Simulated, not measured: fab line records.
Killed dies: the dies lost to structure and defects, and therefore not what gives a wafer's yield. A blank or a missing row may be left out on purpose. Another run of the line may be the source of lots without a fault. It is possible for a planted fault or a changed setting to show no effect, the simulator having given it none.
Which of the tools did it?    flow n5-finfet    11 lots, 33 wafers sampled, at 6 steps of a route of 1938

== WHAT THE GAUGES SHOWED, per wafer ==
N5_PASSIVATION_INSPECT_64: inspects for defects (macro). Usual: raw-defect-count 2.0, standard deviation 1.4.
lot   measured      on                 raw-defect-count  flag
L366  day 12 15:55  defect-inspect-01  2 4 1             
L365  day 12 17:28  defect-inspect-01  0 1 1             
L369  day 13 14:07  defect-inspect-01  0 0 4             
L374  day 14 20:09  defect-inspect-02  5 0 1             
L375  day 15 01:56  defect-inspect-01  2 3 0             
L373  day 15 14:55  defect-inspect-02  1 2 0             
L377  day 15 19:50  defect-inspect-01  3 2 1             
L382  day 16 15:49  defect-inspect-01  1 1 3             
L381  day 17 02:20  defect-inspect-02  3 4 3             
L383  day 17 11:56  defect-inspect-02  3 3 1             
L386  day 18 02:55  defect-inspect-01  1 1 3             

N5_PASSIVATION_OVL_MEAS_66. Usual: PASS_OPEN_OVL typically reads 2 nm, with standard deviation 4.6.
lot   measured      on          PASS_OPEN_OVL (nm)  flag
L366  day 12 17:56  overlay-01  2 -1 4              
L365  day 12 19:38  overlay-01  -2 -8 4             
L369  day 13 16:00  overlay-01  7 9 0               
L374  day 14 22:10  overlay-01  3 0 -3              
L375  day 15 03:41  overlay-02  5 4 9               
L373  day 15 16:40  overlay-01  -2 -5 -6            
L377  day 15 21:51  overlay-02  7 4 2               
L382  day 16 18:22  overlay-02  0 0 -3              
L381  day 17 04:04  overlay-02  7 4 11              
L383  day 17 13:46  overlay-01  -2 0 4              
L386  day 18 04:44  overlay-02  -4 -5 -3            

N5_PASSIVATION_INSPECT_57: inspects for defects (macro). Usual: raw-defect-count 1.9, standard deviation 1.4.
lot   measured      on                 raw-defect-count  flag
L366  day 12 21:53  defect-inspect-02  2 0 1             
L365  day 13 00:45  defect-inspect-02  4 2 5             
L369  day 13 19:30  defect-inspect-01  0 2 1             
L374  day 15 01:38  defect-inspect-02  93 108 91         OFF
L375  day 15 07:08  defect-inspect-02  90 107 112        OFF
L373  day 15 20:30  defect-inspect-01  91 84 118         OFF
L377  day 16 01:19  defect-inspect-02  3 4 4             
L382  day 16 22:47  defect-inspect-02  1 2 3             
L381  day 17 07:31  defect-inspect-01  3 1 0             
L383  day 17 17:48  defect-inspect-01  3 6 4             
L386  day 18 08:23  defect-inspect-01  1 0 1             

== TOOL THAT RAN EACH LOT (tool first, then ch and the chambers of the sampled wafers, then the start) ==
lot   N5_PASSIVATION_PRE_CLEAN_19   N5_PASSIVATION_STRIP_48             N5_PASSIVATION_PROBE_49
L366  pvd-sputter-03, day 12 15:08  rie-diel-06 ch 0,2,3, day 12 18:38  -
L365  pvd-sputter-02, day 12 16:41  rie-diel-05 ch 2,3, day 12 20:29    -
L369  pvd-sputter-03, day 13 13:19  rie-diel-04 ch 0,3, day 13 16:37    -
L374  pvd-sputter-03, day 14 19:29  rie-diel-06 ch 1,2, day 14 22:46    prober-02, day 15 01:22
L375  pvd-sputter-01, day 15 01:09  rie-diel-05 ch 0,2,3, day 15 04:18  -
L373  pvd-sputter-03, day 15 14:07  rie-diel-05 ch 1,2, day 15 17:38    -
L377  pvd-sputter-03, day 15 19:02  rie-diel-06 ch 0,3, day 15 22:28    -
L382  pvd-sputter-03, day 16 15:09  rie-diel-06 ch 1,2,3, day 16 19:56  -
L381  pvd-sputter-02, day 17 01:23  rie-diel-06 ch 1,2,3, day 17 04:40  -
L383  pvd-sputter-03, day 17 11:08  rie-diel-06 ch 0,1,2, day 17 14:24  -
L386  pvd-sputter-01, day 18 02:14  rie-diel-06 ch 0,1,3, day 18 05:32  -
- N5_PASSIVATION_PRE_CLEAN_19
- N5_PASSIVATION_STRIP_48: strips in O2.
- N5_PASSIVATION_PROBE_49

== WHAT THE TOOLS THEMSELVES READ (means of the sampled wafers that have a number; where no wafer has one, the mark that the record gives instead) ==
N5_PASSIVATION_PRE_CLEAN_19. Usual: heater-power-w 473 W, standard deviation 45.
lot   tool            heater-power-w (W)  flag
L366  pvd-sputter-03  459                 
L365  pvd-sputter-02  462                 
L369  pvd-sputter-03  462                 
L374  pvd-sputter-03  444                 
L375  pvd-sputter-01  481                 
L373  pvd-sputter-03  498                 
L377  pvd-sputter-03  523                 
L382  pvd-sputter-03  436                 
L381  pvd-sputter-02  432                 
L383  pvd-sputter-03  490                 
L386  pvd-sputter-01  509                 

N5_PASSIVATION_STRIP_48. Usual: chamber-pressure-mTorr 29.99 mTorr, standard deviation 0.13; drypump-motor-current-A 5.8 A, standard deviation 0.42; oes-product-au 0.79 a.u., standard deviation 0.074; rf-vpp-V 3.7 V, standard deviation 2.5; showerhead-plenum-p-Torr 2.13 Torr, standard deviation 0.069; throttle-valve-pct 16.53 %, standard deviation 0.25.
lot   tool         chamber-pressure-mTorr (mTorr)  drypump-motor-current-A (A)  oes-product-au (a.u.)  rf-vpp-V (V)  showerhead-plenum-p-Torr (Torr)  throttle-valve-pct (%)  flag
L366  rie-diel-06  29.95                           6.1                          0.78                   3.5           2.10                             16.43                   
L365  rie-diel-05  30.06                           5.8                          0.87                   2.6           2.11                             16.25                   
L369  rie-diel-04  29.96                           5.6                          0.84                   5.3           2.13                             16.41                   
L374  rie-diel-06  -                               -                            -                      -             -                                -                       OFF
L375  rie-diel-05  -                               -                            -                      -             -                                -                       OFF
L373  rie-diel-05  -                               -                            -                      -             -                                -                       OFF
L377  rie-diel-06  30.04                           6.4                          0.81                   3.9           2.17                             16.26                   
L382  rie-diel-06  29.91                           6.2                          0.81                   2.9           2.13                             16.56                   
L381  rie-diel-06  30.00                           6.3                          0.80                   2.9           2.13                             16.52                   
L383  rie-diel-06  29.94                           6.0                          0.73                   6.0           2.08                             16.76                   
L386  rie-diel-06  29.98                           6.3                          0.80                   7.1           2.16                             16.47                   

N5_PASSIVATION_PROBE_49. Usual: defect-limited-yield 91.3 %, standard deviation 1.4; killed_at_M0_to_M3 34, standard deviation 10; killed_at_M4_up 13, standard deviation 4.8; killed-at-contacts 12, standard deviation 6.1; killed-at-front-end 40, standard deviation 11; killed-at-other 3.7, standard deviation 2.8; killed-dies 103, standard deviation 16; killed-open 67, standard deviation 12; killed-short 34, standard deviation 7.4; sort_bin_5_function 5.1 %, standard deviation 0.95; sort_bin_6_memory 3.2 %, standard deviation 0.62; sort-n-pass 1077, standard deviation 16; sort-yield-pct 91.3 %, standard deviation 1.4.
lot   tool       defect-limited-yield (%)  killed_at_M0_to_M3  killed_at_M4_up  killed-at-contacts  killed-at-front-end  killed-at-other  killed-dies  killed-open  killed-short  sort_bin_5_function (%)  sort_bin_6_memory (%)  sort-n-pass  sort-yield-pct (%)  flag
L374  prober-02  91.5                      34                  11               6                   45                   4.0              100          68           29            4.4                      3.6                    1080         91.5                

== THE ANSWER, worked out from the rows above alone ==
Rule: a lot counts as off when the mean over its wafers that have a number is more than 3 standard deviations away from the usual mean. Also off: a lot with no number at a reading for which 4 or more lots have one. The other lots that the step has rows for count as sound. First the gauges in route order, then the tools' own readings, where a lot's mean is used as printed above. The first step at which some lot is off is used, and at that step the reading that is off furthest; a lot without a number counts as furthest.
Off at N5_PASSIVATION_INSPECT_57 (raw-defect-count): L374, L375, L373.
If a tool, at a process step before that reading, ran all the lots that are off and no sound lot after the first of them, it fits. The gauges at N5_PASSIVATION_INSPECT_57 aren't tried: what is off there is off at N5_PASSIVATION_STRIP_48 too, on other tools, and a gauge's error can't cause that. None of those tried fits.

== WHAT THE SIMULATOR HAD PUT IN ==
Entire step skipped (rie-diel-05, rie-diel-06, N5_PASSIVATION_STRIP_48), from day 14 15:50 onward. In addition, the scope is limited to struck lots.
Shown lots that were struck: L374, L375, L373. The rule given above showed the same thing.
